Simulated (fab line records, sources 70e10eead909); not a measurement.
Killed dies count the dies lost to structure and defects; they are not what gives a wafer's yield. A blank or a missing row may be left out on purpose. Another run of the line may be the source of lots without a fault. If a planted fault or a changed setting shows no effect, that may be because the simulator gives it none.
Chamber matching + flow nand harc + NHARC_P_GATE_DESCUM_31 on rie diel-11: 4 sister chambers
The step chemistry O2, time 3 s. 14 wafers are shown with their chamber, then 7 later ones without.

## WAFERS PAIRED WITH THEIR CHAMBERS
| wafer  | chamber | showerhead plenum p Torr (Torr) | drypump motor current A (A) | oes product au (a.u.) |
|--------|---------|---------------------------------|-----------------------------|-----------------------|
| L075.3 | 2       | 2.07                            | 6.1                         | 1.006                 |
| L075.5 | 0       | 1.93                            | 5.3                         | 1.003                 |
| L075.6 | 3       | 1.98                            | 5.9                         | 1.002                 |
| L074.4 | 3       | 1.98                            | 5.9                         | 0.989                 |
| L074.5 | 2       | 2.07                            | 6.1                         | 1.003                 |
| L074.6 | 1       | 1.98                            | 5.5                         | 0.991                 |
| L076.1 | 3       | 1.98                            | 5.9                         | 0.998                 |
| L076.4 | 1       | 1.98                            | 5.5                         | 1.003                 |
| L076.6 | 0       | 1.93                            | 5.3                         | 1.009                 |
| L079.1 | 0       | 1.93                            | 5.3                         | 1.010                 |
| L079.2 | 1       | 1.98                            | 5.6                         | 1.002                 |
| L079.6 | 3       | 1.98                            | 5.9                         | 0.995                 |
| L085.4 | 0       | 1.92                            | 5.3                         | 1.011                 |
| L085.5 | 2       | 2.06                            | 6.0                         | 1.005                 |

SIGNATURES (means of the wafers above)
| reading                  | chamber 0 | chamber 1 | chamber 2 | chamber 3 | scatter within a chamber |
|--------------------------|-----------|-----------|-----------|-----------|--------------------------|
| showerhead plenum p Torr | 1.9275    | 1.9800    | 2.0667    | 1.9800    | 0.00376                  |
| drypump motor current A  | 5.300     | 5.533     | 6.067     | 5.900     | 0.0365                   |
| oes product au           | 1.00825   | 0.99867   | 1.00467   | 0.99600   | 0.00471                  |
Rule: a wafer's distance from a chamber is the root of the sum, over the readings, of the square of ((its reading less the chamber's mean) divided by the reading's scatter). The wafer belongs to the nearest chamber; if the next one is less than 2 further off, it can't be placed. The scatter is the square root of a quotient: the sum, over the shown wafers, of each reading's squared deviation from its chamber's mean, divided by wafers minus chambers.

## WAFERS WITHOUT THEIR CHAMBER
| wafer  | showerhead plenum p Torr (Torr) | drypump motor current A (A) | oes product au (a.u.) |
|--------|---------------------------------|-----------------------------|-----------------------|
| L085.6 | 1.98                            | 5.9                         | 0.999                 |
| L093.1 | 1.97                            | 5.5                         | 1.000                 |
| L093.2 | 1.97                            | 5.9                         | 0.999                 |
| L093.3 | 2.06                            | 6.1                         | 0.994                 |
| L097.1 | 2.06                            | 6.1                         | 1.001                 |
| L097.2 | 1.91                            | 5.3                         | 0.998                 |
| L097.6 | 1.97                            | 5.9                         | 0.995                 |

## EACH ONE'S CHAMBER
| wafer  | from the rows above | in truth |
|--------|---------------------|----------|
| L085.6 | 3                   | 3        |
| L093.1 | 1                   | 1        |
| L093.2 | 3                   | 3        |
| L093.3 | 2                   | 2        |
| L097.1 | 2                   | 2        |
| L097.2 | 0                   | 0        |
| L097.6 | 3                   | 3        |
7 of 7 placed correctly. Can't be placed from these rows: 0. Wrongly placed: 0.
